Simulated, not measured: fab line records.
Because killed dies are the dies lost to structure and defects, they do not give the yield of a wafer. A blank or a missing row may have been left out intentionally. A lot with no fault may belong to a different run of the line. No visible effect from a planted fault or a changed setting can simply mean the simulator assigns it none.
Matching of chambers    flow n5_finfet    4 sister chambers for N5_BEOL_M1_ALD_84 on ald_metal-02
The step deposits TaN, pulse time 2 s, purge time 3 s, co reactant purge time 2 s. 7 wafers are shown with their chamber, then 7 later ones without.

== EACH WAFER AND ITS CHAMBER ==
wafer   chamber  heater_power_w (W)  precursor_vessel_pressure_torr (Torr)
L080.1  2        356                 26.21
L086.5  0        449                 26.26
L085.1  1        463                 26.24
L085.2  0        472                 26.24
L085.5  3        361                 26.32
L092.1  3        357                 26.37
L092.3  1        463                 26.28

== WAFERS WITHOUT THEIR CHAMBER ==
wafer   heater_power_w (W)  precursor_vessel_pressure_torr (Torr)
L092.4  444                 26.23
L095.3  462                 26.18
L095.5  456                 26.24
L095.6  351                 26.25
L097.1  367                 26.27
L097.5  470                 26.26
L097.6  460                 26.23

== WHICH CHAMBER EACH ONE RAN IN ==
wafer    from the rows above       in truth
L092.4   can't be placed: 0 or 1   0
L095.3   can't be placed: 0 or 1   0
L095.5   can't be placed: 0 or 1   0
L095.6   2                         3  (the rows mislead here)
L097.1   can't be placed: 2 or 3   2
L097.5   can't be placed: 1 or 0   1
L097.6   can't be placed: 0 or 1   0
Placed correctly: 0 of 7. Not placeable from these rows: 6 (in 6, the candidates include the true chamber). Placed wrongly: 1.
How it was worked out, from the rows above alone: a wafer's distance from a chamber is the root of the sum, over the readings, of the square of ((its reading less the chamber's mean) divided by the reading's scatter). If the next closest chamber is less than 2 further off than the closest, the wafer can't be placed; otherwise it belongs to the closest. For every chamber, the mean is computed from those of its wafers that are shown. The scatter: take each reading less its chamber's mean, square it, sum over the shown wafers, divide by the number of wafers less the number of chambers, and take the root.
